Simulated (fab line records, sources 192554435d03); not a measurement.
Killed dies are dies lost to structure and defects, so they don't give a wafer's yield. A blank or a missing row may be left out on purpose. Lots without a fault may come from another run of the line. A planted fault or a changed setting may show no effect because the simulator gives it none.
Which tool did it? | flow n5_finfet | 10 lots, 28 wafers sampled, at 5 steps of a route of 1938

WHAT THE GAUGES READ, wafer by wafer
N5_BEOL_M2_CD_MEAS_28: target cd 26.2 nm, target cd y 24.1 nm. Usual: cd_nm 26.20 nm, standard deviation 0.23.
lot  | measured     | on        | cd_nm (nm)        | flag
L700 | day 7 21:49  | cd_sem-02 | 26.18 26.60 26.26 |
L703 | day 8 05:59  | cd_sem-03 | 26.33 26.07 25.94 |
L704 | day 8 06:10  | cd_sem-03 | 25.93 26.08 26.64 |
L705 | day 8 08:59  | cd_sem-01 | 25.79 26.15       |
L706 | day 8 11:21  | cd_sem-03 | 25.97 26.33       |
L707 | day 8 21:05  | cd_sem-01 | 26.18 26.55 26.02 |
L709 | day 9 22:33  | cd_sem-03 | 26.19 26.22 26.53 |
L716 | day 11 04:04 | cd_sem-03 | 26.34 26.06 26.38 |
L719 | day 12 10:23 | cd_sem-02 | 25.83 26.40 26.10 |
L721 | day 12 17:11 | cd_sem-03 | 26.26 25.87 26.32 |

N5_BEOL_M2_OCD_MEAS_38. Usual: trench_depth_nm 55.7 nm, standard deviation 0.85.
lot  | measured     | on     | trench_depth_nm (nm) | flag
L700 | day 7 23:47  | ocd-02 | 56.3 55.0 55.6       |
L703 | day 8 08:40  | ocd-02 | 56.4 56.0 55.7       |
L704 | day 8 09:54  | ocd-02 | 56.2 56.5 56.0       |
L705 | day 8 10:24  | ocd-02 | 56.5 56.2            |
L706 | day 8 15:14  | ocd-02 | 55.6 57.1            |
L707 | day 8 22:02  | ocd-01 | 53.5 55.5 55.5       |
L709 | day 10 06:43 | ocd-01 | 54.9 54.4 55.1       |
L716 | day 11 10:02 | ocd-01 | 55.4 53.5 54.5       |
L719 | day 12 17:11 | ocd-02 | 56.2 55.6 55.0       |
L721 | day 12 21:19 | ocd-02 | 56.0 55.2 56.7       |

N5_BEOL_M4_RC_MEAS_101. Usual: DIBL_N 36.0 mV/V, standard deviation 1.7; DIBL_P 36.2 mV/V, standard deviation 2.3; IOFF_N 0.16 nA/um, standard deviation 0.03; IOFF_P 0.21 nA/um, standard deviation 0.036; ION_N 679 uA/um, standard deviation 11; ION_P 465 uA/um, standard deviation 7.1; SS_N 71.4 mV/dec, standard deviation 0.58; SS_P 73.3 mV/dec, standard deviation 0.75; VT_N 249 mV, standard deviation 3.1; VT_P -251 mV, standard deviation 3.5.
lot  | measured     | on        | DIBL_N (mV/V)  | DIBL_P (mV/V)  | IOFF_N (nA/um) | IOFF_P (nA/um) | ION_N (uA/um) | ION_P (uA/um) | SS_N (mV/dec)  | SS_P (mV/dec)  | VT_N (mV)   | VT_P (mV)      | flag
L700 | day 9 03:38  | prober-01 | 35.6 35.3 34.7 | 34.1 33.5 32.8 | 0.13 0.13 0.12 | 0.19 0.18 0.17 | 674 663 664   | 466 456 458   | 70.8 70.8 70.5 | 73.0 74.0 72.7 | 251 251 250 | -250 -252 -253 |
L703 | day 9 14:20  | prober-02 | 36.7 35.8 35.3 | 36.3 34.3 34.4 | 0.16 0.14 0.14 | 0.21 0.17 0.18 | 684 684 674   | 467 462 462   | 70.8 71.0 70.6 | 73.6 73.2 72.6 | 249 252 251 | -251 -254 -250 |
L704 | day 9 15:16  | prober-02 | 36.0 36.5 37.4 | 36.1 37.2 38.2 | 0.16 0.17 0.18 | 0.22 0.23 0.25 | 680 685 682   | 466 469 469   | 71.1 71.6 72.0 | 73.6 73.7 74.6 | 250 247 248 | -249 -246 -248 |
L705 | day 9 22:29  | prober-01 | 34.2 36.1      | 34.3 35.9      | 0.13 0.17      | 0.19 0.21      | 670 683       | 454 465       | 71.1 72.0      | 73.6 73.6      | 251 249     | -250 -251      |
L706 | day 9 18:01  | prober-01 | 37.9 38.0      | 40.0 40.4      | 0.17 0.19      | 0.19 0.20      | 677 688       | 452 453       | 72.1 72.6      | 74.2 74.5      | 251 248     | -259 -258      |
L707 | day 10 14:33 | prober-01 | 35.2 36.2 35.6 | 36.6 37.4 35.9 | 0.13 0.15 0.14 | 0.20 0.22 0.18 | 650 667 665   | 455 455 458   | 71.3 71.1 71.6 | 74.1 72.5 73.0 | 254 251 254 | -251 -250 -254 |
L709 | day 11 10:43 | prober-01 | 33.8 36.4 33.5 | 34.2 37.2 33.8 | 0.14 0.19 0.14 | 0.20 0.24 0.19 | 687 695 684   | 469 475 473   | 71.0 72.4 70.9 | 72.1 73.2 73.0 | 248 242 249 | -251 -249 -251 |
L716 | day 12 16:13 | prober-02 | 39.7 36.6 36.5 | 41.2 37.7 37.4 | 0.23 0.15 0.15 | 0.28 0.22 0.20 | 703 672 681   | 477 469 469   | 72.0 71.9 71.9 | 73.9 73.8 72.5 | 244 249 249 | -247 -250 -250 |
L719 | day 14 01:46 | prober-01 | 37.9 38.5 37.8 | 36.6 37.6 37.1 | 0.17 0.20 0.19 | 0.21 0.24 0.22 | 691 696 703   | 463 469 470   | 71.6 71.7 71.1 | 73.4 74.8 73.7 | 248 245 245 | -250 -247 -249 |
L721 | day 14 04:23 | prober-01 | 37.0 36.6 38.6 | 37.6 37.2 39.7 | 0.16 0.17 0.20 | 0.22 0.22 0.27 | 687 683 688   | 469 462 470   | 71.7 71.3 72.0 | 73.4 73.8 74.9 | 250 247 245 | -251 -252 -249 |

WHICH TOOL RAN EACH LOT (tool, then ch and the chambers of the sampled wafers, then the start)
lot  | N5_BEOL_M2_STRIP_19               | N5_BEOL_M2_ALD_98
L700 | rie_diel-05 ch 1,2,3, day 7 21:26 | ald_sin-03 ch 0,1,3, day 7 22:09
L703 | rie_diel-05 ch 0,1,3, day 8 05:28 | ald_sin-04 ch 0,1,3, day 8 06:31
L704 | rie_diel-05 ch 0,3, day 8 05:31   | ald_sin-04 ch 0,1, day 8 06:40
L705 | rie_diel-06 ch 1,2, day 8 08:29   | ald_sin-03 ch 1,2, day 8 09:17
L706 | rie_diel-06 ch 1, day 8 10:58     | ald_sin-04 ch 1,2, day 8 12:20
L707 | rie_diel-05 ch 1,2,3, day 8 20:42 | ald_sin-04 ch 1,2,3, day 8 21:21
L709 | rie_diel-05 ch 1,2, day 9 22:10   | ald_sin-04 ch 1,3, day 9 22:49
L716 | rie_diel-05 ch 0,2, day 11 03:41  | ald_sin-03 ch 0,2, day 11 05:21
L719 | rie_diel-06 ch 0,3, day 12 10:00  | ald_sin-01 ch 2,3, day 12 10:43
L721 | rie_diel-06 ch 1,2, day 12 16:40  | ald_sin-03 ch 0,3, day 12 17:26
- N5_BEOL_M2_STRIP_19: strips in O2.
- N5_BEOL_M2_ALD_98: deposits SiO2, target thk 2.5 nm, pulse time 1 s, co reactant pulse time 1 s.

WHAT THE TOOLS THEMSELVES READ (means of the sampled wafers that have a number; where no wafer has one, the mark that the record gives instead)
N5_BEOL_M2_STRIP_19. Usual: drypump_motor_current_A 5.7 A, standard deviation 0.41; oes_product_au 0.81 a.u., standard deviation 0.084; rf_vpp_V 3.6 V, standard deviation 0.43; showerhead_plenum_p_Torr 2.10 Torr, standard deviation 0.069; throttle_valve_pct 16.65 %, standard deviation 0.18.
lot  | tool        | drypump_motor_current_A (A) | oes_product_au (a.u.) | rf_vpp_V (V) | showerhead_plenum_p_Torr (Torr) | throttle_valve_pct (%) | flag
L700 | rie_diel-05 | 6.0                         | 0.82                  | 3.6          | 2.08                            | 16.75                  |
L703 | rie_diel-05 | 6.0                         | 0.80                  | 3.7          | 2.10                            | 16.60                  |
L704 | rie_diel-05 | 6.0                         | 0.76                  | 3.6          | 2.13                            | 16.49                  |
L705 | rie_diel-06 | 5.7                         | 0.78                  | 4.2          | 2.10                            | 16.57                  |
L706 | rie_diel-06 | 6.2                         | 0.70                  | 3.7          | 1.98                            | 16.66                  |
L707 | rie_diel-05 | 6.0                         | 0.81                  | 3.6          | 2.07                            | 16.75                  |
L709 | rie_diel-05 | 5.8                         | 0.86                  | 3.6          | 2.04                            | 16.76                  |
L716 | rie_diel-05 | 5.8                         | 0.82                  | 3.8          | 2.07                            | 16.68                  |
L719 | rie_diel-06 | 5.2                         | 0.78                  | 3.4          | 2.11                            | 16.82                  |
L721 | rie_diel-06 | 5.8                         | 0.72                  | 3.6          | 2.04                            | 16.68                  |

N5_BEOL_M2_ALD_98. Usual: chamber_pressure_Torr 2.000 Torr, standard deviation 0.0041; heater_power_w 77 W, standard deviation 5.9; precursor_pulse_height_rel 1.000, standard deviation 0.02.
lot  | tool       | chamber_pressure_Torr (Torr) | heater_power_w (W) | precursor_pulse_height_rel | flag
L700 | ald_sin-03 | 2.000                        | 75                 | 0.995                      |
L703 | ald_sin-04 | 2.003                        | 74                 | 0.998                      |
L704 | ald_sin-04 | 2.000                        | 71                 | 1.013                      |
L705 | ald_sin-03 | 1.998                        | 81                 | 1.001                      |
L706 | ald_sin-04 | 2.003                        | 74                 | 0.984                      |
L707 | ald_sin-04 | 2.002                        | 76                 | 0.991                      |
L709 | ald_sin-04 | 2.000                        | 74                 | 0.999                      |
L716 | ald_sin-03 | 2.001                        | 81                 | 1.012                      |
L719 | ald_sin-01 | 2.001                        | 71                 | 1.001                      |
L721 | ald_sin-03 | 2.001                        | 75                 | 1.016                      |

THE ANSWER, worked out from the rows above alone
Rule: a lot is off if the mean of its wafers that have a number lies more than 3 standard deviations from the usual mean. A lot without any number at a reading at which 4 lots or more have one is off too. The other lots that the step has rows for count as sound. The gauges are gone through in route order, then the tools' own readings, and for those a lot's mean is taken as printed above. The first step at which some lot is off is used, and at that step the reading that is off furthest; a lot without a number counts as furthest.
No lot is off at any reading shown: from this, nothing can be told.

WHAT THE SIMULATOR HAD PUT IN
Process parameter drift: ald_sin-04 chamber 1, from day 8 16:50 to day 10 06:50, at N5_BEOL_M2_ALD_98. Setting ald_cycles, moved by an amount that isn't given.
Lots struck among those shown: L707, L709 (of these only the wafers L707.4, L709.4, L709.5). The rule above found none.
